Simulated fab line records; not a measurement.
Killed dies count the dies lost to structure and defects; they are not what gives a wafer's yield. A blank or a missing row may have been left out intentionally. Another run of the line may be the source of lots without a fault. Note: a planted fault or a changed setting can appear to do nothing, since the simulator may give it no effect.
A struck lot beside a sound one / flow n5Finfet / 37 steps out of a route of 1938
Sound: wafers L716.1, L716.2, L716.4. Struck: wafer L731.3. At the end, the cause is stated.
At each step with rows: each side's tool, then ch and its chambers, then its first start. Under that, the readings that differ: sound wafers / struck wafers / difference of the means / sigmas: that difference in standard deviations of wafers without a fault.
alike: a reading whose means differ by less than 2 such deviations, as well as words and numbers matching on both sides. not compared: withheld readings; readings where some wafer has no value; bounds like >300 that might hide an equal value; numbers whose values overlap and for which the record gives no deviation.
The two part at a step that has a row with sigmas, a row that says differs or no value, or rows on one side only. Non-overlapping numbers with no deviation appear without sigmas and do not part them. A reading missing from all wafers of one side parts the sides only when that side holds two or more wafers.

first, 33 steps without rows for these wafers: N5_BEOL_M4_ANNEAL_95 (time 240 s); N5_BEOL_M4_SPUTTER_96 (material Cu, target thk 4.5 nm, time 8.29 s); N5_BEOL_M4_ECD_50 (material Cu, target thk 300 nm); N5_BEOL_M4_ANNEAL_51 (time 90 s); N5_BEOL_M4_CMP_52 (polishes, stops on SiOC, t overpolish 6.8 s, target thk 40 nm); N5_BEOL_M4_PRE_CLEAN_60 (time 15 s); N5_BEOL_M4_CO_CAP_55 (material Co, precursor CCTBA/H2, target thk 2 nm, time 102.1 s); N5_BEOL_M4_PRE_CLEAN_56 (time 15 s); N5_BEOL_M4_DEP_57 (deposits SiCN from 3MS/NH3, target thk 8 nm, time 14 s); N5_BEOL_M5_ILD_DEP_00 (deposits SiCOH lowk from DEMS/porogen, target thk 140.64 nm, time 25.9 s); N5_BEOL_M5_CURE_79 (cures SiCOH lowk, time 240 s); N5_BEOL_M5_PECVD_70 (deposits SiO2 from TEOS/O2, target thk 16 nm, time 18 s); N5_BEOL_M5_HM_DEP_02 (deposits TiN, target thk 20 nm); N5_BEOL_M5_COAT_59 (time 60 s, resist thk 60 nm); N5_BEOL_M5_COAT_60 (time 60 s, resist thk 12 nm); N5_BEOL_M5_COAT_71 (time 60 s, resist thk 5 nm); N5_BEOL_M5_COAT_05 (resist thk 30 nm); N5_BEOL_M5_EBR_07; N5_BEOL_M5_SOFTBAKE_06 (time 60 s); N5_BEOL_M5_EXPOSE_08 (exposes mask M5, target cd 28 nm); N5_BEOL_M5_PEB_09 (peb time 60 s); N5_BEOL_M5_DEVELOP_10 (develop time 30 s); N5_BEOL_M5_DESCUM_16 (chemistry O2, time 7 s); N5_BEOL_M5_ETCH_72 (etches underlayer in N2/H2, target depth 6.5 nm, time 5.2 s); N5_BEOL_M5_ETCH_61 (etches SiARC in CF4, target depth 15.6 nm, time 26 s); N5_BEOL_M5_ETCH_62 (etches SOC in N2/H2, target depth 75 nm, overetch 15 nm, time 112.5 s); N5_BEOL_M5_STRIP_63 (strips in N2/H2); N5_BEOL_M5_STRIP_73 (strips in N2/H2); N5_BEOL_M5_STRIP_64 (strips in CF4); N5_BEOL_M5_HM_OPEN_17 (chemistry Cl2/BCl3, target TiN, target depth 20 nm, overetch 6 nm); N5_BEOL_M5_STRIP_19 (strips in O2); N5_BEOL_M5_COAT_65 (time 60 s, resist thk 60 nm); N5_BEOL_M5_COAT_66 (time 60 s, resist thk 12 nm).
N5_BEOL_M12_SPUTTER_45: material Cu, target thk 80 nm, time 13.33 s.
  sound on pvdSputter-01 at day 12 21:50; struck on pvdSputter-01 at day 17 13:41
  not compared: biasV, cathodeDcPowerW, susceptorTempC, throttleValvePct
N5_BEOL_M12_THK_MEAS_50: measures by xrf.
  sound on filmMetro-02 at day 12 22:41; struck on filmMetro-01 at day 17 14:53
  not compared: M12_THK
N5_BEOL_M12_RS_MEAS_54: the measuring method here is four-point-probe.
  sound on filmMetro-02 at day 12 22:48; struck on filmMetro-02 at day 17 15:01
reading=M12_RS (ohm/sq); sound=0.0583 0.0602 0.0597; struck=59.116; difference=+59.057; sigmas=+99 or more
N5_PASSIVATION_PROBE_49:
  rows exist in the record for the struck wafers here (prober-02, day 19 02:29), but not for the sound ones

## WHERE THEY PART
Earliest at N5_BEOL_M12_RS_MEAS_54; latest, in this record, at N5_PASSIVATION_PROBE_49.

WHY: whatever the simulator had introduced
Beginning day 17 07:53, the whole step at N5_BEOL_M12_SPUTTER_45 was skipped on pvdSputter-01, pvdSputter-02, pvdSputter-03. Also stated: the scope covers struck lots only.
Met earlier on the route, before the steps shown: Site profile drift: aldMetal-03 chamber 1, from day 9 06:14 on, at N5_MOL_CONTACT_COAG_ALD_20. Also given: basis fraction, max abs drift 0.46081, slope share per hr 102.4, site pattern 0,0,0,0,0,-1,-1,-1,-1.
